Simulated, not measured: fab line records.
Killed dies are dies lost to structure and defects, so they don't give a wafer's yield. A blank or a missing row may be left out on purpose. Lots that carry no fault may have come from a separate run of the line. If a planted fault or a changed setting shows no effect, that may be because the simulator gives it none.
What tool caused it? -- flow nand harc -- 69 wafers from 23 lots sampled at 2 of the route's 1302 steps

== WHAT THE GAUGES SHOWED, per wafer ==
NHARC_A_SGD_CUT_CD_MEAS_09: target cd 100 nm.
lot,measured,on,cd nm (nm)
L074,day 19 03:57,cd sem-03,99.2 99.3 99.8
L075,day 19 04:23,cd sem-02,99.4 99.8 99.1
L076,day 19 22:34,cd sem-01,100.2 100.7 100.2
L078,day 20 13:08,cd sem-03,99.8 99.2 99.5
L077,day 20 13:24,cd sem-01,101.2 100.8 100.3
L080,day 21 03:47,cd sem-03,100.3 99.8 99.8
L079,day 21 03:59,cd sem-03,100.3 100.6 100.9
L083,day 22 17:20,cd sem-03,100.7 100.3 99.7
L082,day 22 18:27,cd sem-02,98.9 101.0 100.2
L085,day 23 06:39,cd sem-03,100.4 100.7 99.6
L084,day 23 10:41,cd sem-03,99.9 100.8 100.0
L086,day 24 01:34,cd sem-03,100.2 99.8 100.3
L087,day 24 01:45,cd sem-03,99.8 100.7 100.8
L088,day 24 22:32,cd sem-02,100.0 100.3 99.9
L089,day 24 22:44,cd sem-01,100.3 100.4 99.8
L091,day 26 04:13,cd sem-03,100.2 99.3 98.8
L090,day 26 04:23,cd sem-02,100.1 99.9 99.7
L092,day 26 16:32,cd sem-01,100.6 99.5 100.6
L093,day 26 16:58,cd sem-01,100.9 99.8 100.9
L094,day 27 03:23,cd sem-03,100.4 99.7 100.2
L095,day 27 23:22,cd sem-01,100.2 100.2 100.4
L096,day 28 10:37,cd sem-02,101.0 100.2 100.8
L097,day 28 13:16,cd sem-03,100.3 100.9 100.8

== EACH LOT AND THE TOOL THAT RAN IT (in order: tool; ch and the chambers of the sampled wafers; start) ==
lot,NHARC_A_STAIRCASE_DESCUM_443
L074,"rie diel-03 ch 0,1,3, day 18 20:08"
L075,"rie diel-09 ch 0,2,3, day 18 20:18"
L076,"rie diel-03 ch 0,1,3, day 19 13:37"
L078,"rie diel-08 ch 0,2,3, day 20 05:09"
L077,"rie diel-09 ch 1,2,3, day 20 05:29"
L080,"rie diel-08 ch 0,1,2, day 20 19:54"
L079,"rie diel-03 ch 1,2,3, day 20 20:08"
L083,"rie diel-08 ch 1,2, day 22 09:23"
L082,"rie diel-03 ch 1,2,3, day 22 09:34"
L085,"rie diel-09 ch 1,3, day 22 22:52"
L084,"rie diel-09 ch 1,2,3, day 23 02:35"
L086,"rie diel-03 ch 1,2, day 23 17:35"
L087,"rie diel-09 ch 0,1,2, day 23 17:44"
L088,"rie diel-08 ch 0,1,2, day 24 14:25"
L089,"rie diel-09 ch 0,2,3, day 24 14:35"
L091,"rie diel-03 ch 0,1,3, day 25 20:20"
L090,"rie diel-09 ch 2,3, day 25 20:29"
L092,"rie diel-03 ch 1,2, day 26 08:41"
L093,"rie diel-09 ch 0,2,3, day 26 08:51"
L094,"rie diel-03 ch 0,1,3, day 26 19:25"
L095,"rie diel-09 ch 0,1, day 27 14:33"
L096,"rie diel-09 ch 0,2,3, day 28 02:29"
L097,"rie diel-09 ch 0,2,3, day 28 02:32"
- NHARC_A_STAIRCASE_DESCUM_443: chemistry O2, time 3 s.

== WHAT THE TOOLS THEMSELVES READ (means of the sampled wafers that have a number; where no wafer has one, the mark that the record gives instead) ==
NHARC_A_STAIRCASE_DESCUM_443.
lot,tool,drypump motor current A (A),oes product au (a.u.),rf vpp V (V),showerhead plenum p Torr (Torr),throttle valve pct (%)
L074,rie diel-03,5.7,1.016,56.5,1.94,11.300
L075,rie diel-09,5.9,0.989,57.7,1.92,11.309
L076,rie diel-03,5.7,1.002,57.4,1.93,11.313
L078,rie diel-08,5.4,0.992,57.7,1.90,11.308
L077,rie diel-09,5.9,0.991,57.7,1.92,11.308
L080,rie diel-08,5.6,0.997,58.5,1.93,11.305
L079,rie diel-03,5.5,1.004,58.1,1.94,11.314
L083,rie diel-08,5.6,0.995,57.8,1.96,11.306
L082,rie diel-03,5.5,1.011,58.3,1.93,11.315
L085,rie diel-09,6.0,0.994,57.7,1.89,11.308
L084,rie diel-09,5.9,0.999,58.1,1.91,11.317
L086,rie diel-03,5.2,0.999,57.5,1.86,11.309
L087,rie diel-09,5.6,0.997,58.5,1.90,11.304
L088,rie diel-08,5.6,0.994,58.6,1.92,11.310
L089,rie diel-09,6.0,1.005,58.0,1.90,11.315
L091,rie diel-03,5.7,1.012,57.6,1.92,11.315
L090,rie diel-09,5.9,0.995,58.3,1.93,11.319
L092,rie diel-03,5.7,0.993,57.6,1.86,11.306
L093,rie diel-09,5.9,0.995,57.1,1.90,11.323
L094,rie diel-03,5.7,1.007,58.2,1.91,11.315
L095,rie diel-09,5.7,0.992,57.9,1.87,11.312
L096,rie diel-09,6.0,0.996,58.4,1.90,11.302
L097,rie diel-09,5.9,0.990,58.5,1.90,11.313

== THE ANSWER, worked out from the rows above alone ==
Rule: the lots themselves supply what counts as usual. Put in order of their means at a reading, lots are off if they are a third of the lots or fewer, leave a main group of 4 or more, and stand apart from it by a gap of 3 or more times the standard deviation of the main group's means; of several such gaps the widest counts. If all means in a main group match to the digits the tables above print for the reading, that group is not used. A lot without any number at a reading at which 4 lots or more have one is off too. The other lots that the step has rows for count as sound. The gauges are gone through in route order, then the tools' own readings, and for those a lot's mean is taken as printed above. At the first step where some lot is off, the reading lying furthest off is the one used; lots without a number count as furthest.
None of the lots is off at any reading shown; this tells nothing.

== WHAT HAD BEEN PUT IN BY THE SIMULATOR ==
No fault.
